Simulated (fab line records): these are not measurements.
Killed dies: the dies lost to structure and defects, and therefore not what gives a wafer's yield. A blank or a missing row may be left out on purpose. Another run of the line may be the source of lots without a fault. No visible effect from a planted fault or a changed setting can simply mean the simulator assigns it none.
Split-lot trial || flow n5-finfet || on a route of 1938 steps: 7 lots, 39 wafers read

== SPLIT DETAILS ==
At N5_BEOL_M11_ILD_DEP_00 (deposits SiCOH lowk from DEMS/porogen, target thk 308.51 nm, time 58 s), the setting target-thk-a was moved away from the recipe's 3085.1 angstrom on 9 of the 39 wafers read, by -25.4% to +58.4%. This setting was run at the recipe's value on the other wafers.

== FROM SPLIT TO READING: 1 step shown by the file between the two ==
- N5_BEOL_M11_CURE_71: cures SiCOH lowk, time 240 s

== THE READING ==
M11_ILD_THK, in nm, at N5_BEOL_M11_THK_MEAS_01. Fault-free wafers of this fab line usually give 269 nm, standard deviation 3.3 nm.

{"wafer": "L074.1", "tool, chamber at the split": "pecvd-03, 0", "target-thk-a as run, angstrom": 3614, "against the recipe": "+17.1%", "M11_ILD_THK, nm": 313, "against lot-mates on the recipe": "+44"}
{"wafer": "L074.2", "tool, chamber at the split": "pecvd-03, 2", "target-thk-a as run, angstrom": 3085.1, "against the recipe": "recipe", "M11_ILD_THK, nm": 265, "against lot-mates on the recipe": "-"}
{"wafer": "L074.3", "tool, chamber at the split": "pecvd-03, 1", "target-thk-a as run, angstrom": 3614, "against the recipe": "+17.1%", "M11_ILD_THK, nm": 311, "against lot-mates on the recipe": "+42"}
{"wafer": "L074.4", "tool, chamber at the split": "pecvd-03, 0", "target-thk-a as run, angstrom": 3085.1, "against the recipe": "recipe", "M11_ILD_THK, nm": 272, "against lot-mates on the recipe": "-"}
{"wafer": "L074.5", "tool, chamber at the split": "pecvd-03, 2", "target-thk-a as run, angstrom": 3614, "against the recipe": "+17.1%", "M11_ILD_THK, nm": 316, "against lot-mates on the recipe": "+47"}
{"wafer": "L074.6", "tool, chamber at the split": "pecvd-03, 1", "target-thk-a as run, angstrom": 3085.1, "against the recipe": "recipe", "M11_ILD_THK, nm": 270, "against lot-mates on the recipe": "-"}
{"wafer": "L076.1", "tool, chamber at the split": "pecvd-03, 0", "target-thk-a as run, angstrom": 3085.1, "against the recipe": "recipe", "M11_ILD_THK, nm": 261, "against lot-mates on the recipe": "-"}
{"wafer": "L076.2", "tool, chamber at the split": "pecvd-03, 1", "target-thk-a as run, angstrom": 3085.1, "against the recipe": "recipe", "M11_ILD_THK, nm": 263, "against lot-mates on the recipe": "-"}
{"wafer": "L076.3", "tool, chamber at the split": "pecvd-03, 2", "target-thk-a as run, angstrom": 2303, "against the recipe": "-25.4%", "M11_ILD_THK, nm": 197, "against lot-mates on the recipe": -67}
{"wafer": "L076.4", "tool, chamber at the split": "pecvd-03, 0", "target-thk-a as run, angstrom": 3085.1, "against the recipe": "recipe", "M11_ILD_THK, nm": 269, "against lot-mates on the recipe": "-"}
{"wafer": "L076.5", "tool, chamber at the split": "pecvd-03, 1", "target-thk-a as run, angstrom": 2303, "against the recipe": "-25.4%", "M11_ILD_THK, nm": 197, "against lot-mates on the recipe": -67}
{"wafer": "L076.6", "tool, chamber at the split": "pecvd-03, 2", "target-thk-a as run, angstrom": 2303, "against the recipe": "-25.4%", "M11_ILD_THK, nm": 197, "against lot-mates on the recipe": -67}
{"wafer": "L077.1", "tool, chamber at the split": "pecvd-04, 0", "target-thk-a as run, angstrom": 3085.1, "against the recipe": "recipe", "M11_ILD_THK, nm": 265, "against lot-mates on the recipe": "-"}
{"wafer": "L077.2", "tool, chamber at the split": "pecvd-04, 2", "target-thk-a as run, angstrom": 3085.1, "against the recipe": "recipe", "M11_ILD_THK, nm": 265, "against lot-mates on the recipe": "-"}
{"wafer": "L077.3", "tool, chamber at the split": "pecvd-04, 1", "target-thk-a as run, angstrom": 3085.1, "against the recipe": "recipe", "M11_ILD_THK, nm": 266, "against lot-mates on the recipe": "-"}
{"wafer": "L077.4", "tool, chamber at the split": "pecvd-04, 1", "target-thk-a as run, angstrom": 3085.1, "against the recipe": "recipe", "M11_ILD_THK, nm": 271, "against lot-mates on the recipe": "-"}
{"wafer": "L077.5", "tool, chamber at the split": "pecvd-04, 2", "target-thk-a as run, angstrom": 3085.1, "against the recipe": "recipe", "M11_ILD_THK, nm": 269, "against lot-mates on the recipe": "-"}
{"wafer": "L077.6", "tool, chamber at the split": "pecvd-04, 0", "target-thk-a as run, angstrom": 3085.1, "against the recipe": "recipe", "M11_ILD_THK, nm": 268, "against lot-mates on the recipe": "-"}
{"wafer": "L078.1", "tool, chamber at the split": "pecvd-03, 0", "target-thk-a as run, angstrom": 3085.1, "against the recipe": "recipe", "M11_ILD_THK, nm": 271, "against lot-mates on the recipe": "-"}
{"wafer": "L078.2", "tool, chamber at the split": "pecvd-03, 1", "target-thk-a as run, angstrom": 3085.1, "against the recipe": "recipe", "M11_ILD_THK, nm": 268, "against lot-mates on the recipe": "-"}
{"wafer": "L078.5", "tool, chamber at the split": "pecvd-03, 2", "target-thk-a as run, angstrom": 3085.1, "against the recipe": "recipe", "M11_ILD_THK, nm": 275, "against lot-mates on the recipe": "-"}
{"wafer": "L091.1", "tool, chamber at the split": "pecvd-01, 0", "target-thk-a as run, angstrom": 4886, "against the recipe": "+58.4%", "M11_ILD_THK, nm": 426, "against lot-mates on the recipe": "+160"}
{"wafer": "L091.2", "tool, chamber at the split": "pecvd-01, 2", "target-thk-a as run, angstrom": 4886, "against the recipe": "+58.4%", "M11_ILD_THK, nm": 424, "against lot-mates on the recipe": "+158"}
{"wafer": "L091.3", "tool, chamber at the split": "pecvd-01, 1", "target-thk-a as run, angstrom": 3085.1, "against the recipe": "recipe", "M11_ILD_THK, nm": 262, "against lot-mates on the recipe": "-"}
{"wafer": "L091.4", "tool, chamber at the split": "pecvd-01, 1", "target-thk-a as run, angstrom": 3085.1, "against the recipe": "recipe", "M11_ILD_THK, nm": 264, "against lot-mates on the recipe": "-"}
{"wafer": "L091.5", "tool, chamber at the split": "pecvd-01, 2", "target-thk-a as run, angstrom": 3085.1, "against the recipe": "recipe", "M11_ILD_THK, nm": 273, "against lot-mates on the recipe": "-"}
{"wafer": "L091.6", "tool, chamber at the split": "pecvd-01, 0", "target-thk-a as run, angstrom": 4886, "against the recipe": "+58.4%", "M11_ILD_THK, nm": 430, "against lot-mates on the recipe": "+164"}
{"wafer": "L093.1", "tool, chamber at the split": "pecvd-04, 0,2,1", "target-thk-a as run, angstrom": 3085.1, "against the recipe": "recipe", "M11_ILD_THK, nm": 268, "against lot-mates on the recipe": "-"}
{"wafer": "L093.2", "tool, chamber at the split": "pecvd-04, 1", "target-thk-a as run, angstrom": 3085.1, "against the recipe": "recipe", "M11_ILD_THK, nm": 267, "against lot-mates on the recipe": "-"}
{"wafer": "L093.3", "tool, chamber at the split": "pecvd-04, 0,2,1", "target-thk-a as run, angstrom": 3085.1, "against the recipe": "recipe", "M11_ILD_THK, nm": 268, "against lot-mates on the recipe": "-"}
{"wafer": "L093.4", "tool, chamber at the split": "pecvd-04, 0,2,1", "target-thk-a as run, angstrom": 3085.1, "against the recipe": "recipe", "M11_ILD_THK, nm": 268, "against lot-mates on the recipe": "-"}
{"wafer": "L093.5", "tool, chamber at the split": "pecvd-04, 2", "target-thk-a as run, angstrom": 3085.1, "against the recipe": "recipe", "M11_ILD_THK, nm": 271, "against lot-mates on the recipe": "-"}
{"wafer": "L093.6", "tool, chamber at the split": "pecvd-04, 0", "target-thk-a as run, angstrom": 3085.1, "against the recipe": "recipe", "M11_ILD_THK, nm": 271, "against lot-mates on the recipe": "-"}
{"wafer": "L095.1", "tool, chamber at the split": "pecvd-03, 2", "target-thk-a as run, angstrom": 3085.1, "against the recipe": "recipe", "M11_ILD_THK, nm": 265, "against lot-mates on the recipe": "-"}
{"wafer": "L095.2", "tool, chamber at the split": "pecvd-03, 1", "target-thk-a as run, angstrom": 3085.1, "against the recipe": "recipe", "M11_ILD_THK, nm": 266, "against lot-mates on the recipe": "-"}
{"wafer": "L095.3", "tool, chamber at the split": "pecvd-03, 0", "target-thk-a as run, angstrom": 3085.1, "against the recipe": "recipe", "M11_ILD_THK, nm": 268, "against lot-mates on the recipe": "-"}
{"wafer": "L095.4", "tool, chamber at the split": "pecvd-03, 1", "target-thk-a as run, angstrom": 3085.1, "against the recipe": "recipe", "M11_ILD_THK, nm": 271, "against lot-mates on the recipe": "-"}
{"wafer": "L095.5", "tool, chamber at the split": "pecvd-03, 0", "target-thk-a as run, angstrom": 3085.1, "against the recipe": "recipe", "M11_ILD_THK, nm": 270, "against lot-mates on the recipe": "-"}
{"wafer": "L095.6", "tool, chamber at the split": "pecvd-03, 2", "target-thk-a as run, angstrom": 3085.1, "against the recipe": "recipe", "M11_ILD_THK, nm": 274, "against lot-mates on the recipe": "-"}
Rows listing several chambers each stand for several wafers; the file does not say which wafer went through which chamber.

FIT RESULTS
A straight line over all 39 wafers: M11_ILD_THK changes by +2.73 nm for each +1% of target-thk-a; r = +1.00; the points scatter about the line by 3.3 nm.
The same after taking each lot's own level away (the mean of its wafers on the recipe; 39 wafers): +2.72 nm for each +1%; r = +1.00; scatter 2.9 nm.
On that fit, the largest move of target-thk-a shifts the reading by 1.6e+02 nm.
Measured against the standard deviation above, the lots' own levels, which go from 264.3 to 271.3 nm, span 2.1 times it.
Hence the lot-to-lot level has little effect on the slope; both slopes agree.
Check: for one of the wafers moved furthest among these (+58.4%), held out of the fit, the line's prediction against its lot-mates is +159 nm. Against them it came out at +160 nm.

== THE WHOLE CHAIN: every reading that the file lists as answering this split, in the file's order ==
{"step": "N5_BEOL_M11_ILD_DEP_00", "what it does": "deposits SiCOH lowk from DEMS/porogen, target thk 308.51 nm, time 58 s", "reading": "SiCOH_lowk_of_BEOL_M11_ILD_DEP_00.thk-nm (the simulator's own value, which no gauge read)", "change (the file's fit)": "+3.06 nm for each +1% of the setting", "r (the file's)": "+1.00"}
{"step": "N5_BEOL_M11_CURE_71", "what it does": "cures SiCOH lowk, time 240 s", "reading": "SiCOH_lowk_of_BEOL_M11_ILD_DEP_00.thk-nm (the simulator's own value, which no gauge read)", "change (the file's fit)": "+2.73 nm for each +1% of the setting", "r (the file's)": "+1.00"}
{"step": "N5_BEOL_M11_THK_MEAS_01", "what it does": "", "reading": "M11_ILD_THK", "change (the file's fit)": "+2.73 for each +1% of the setting", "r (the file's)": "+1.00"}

== FILE'S OWN FIT ==
M11_ILD_THK changes by +2.73 nm for each +1% of target-thk-a, r = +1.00.
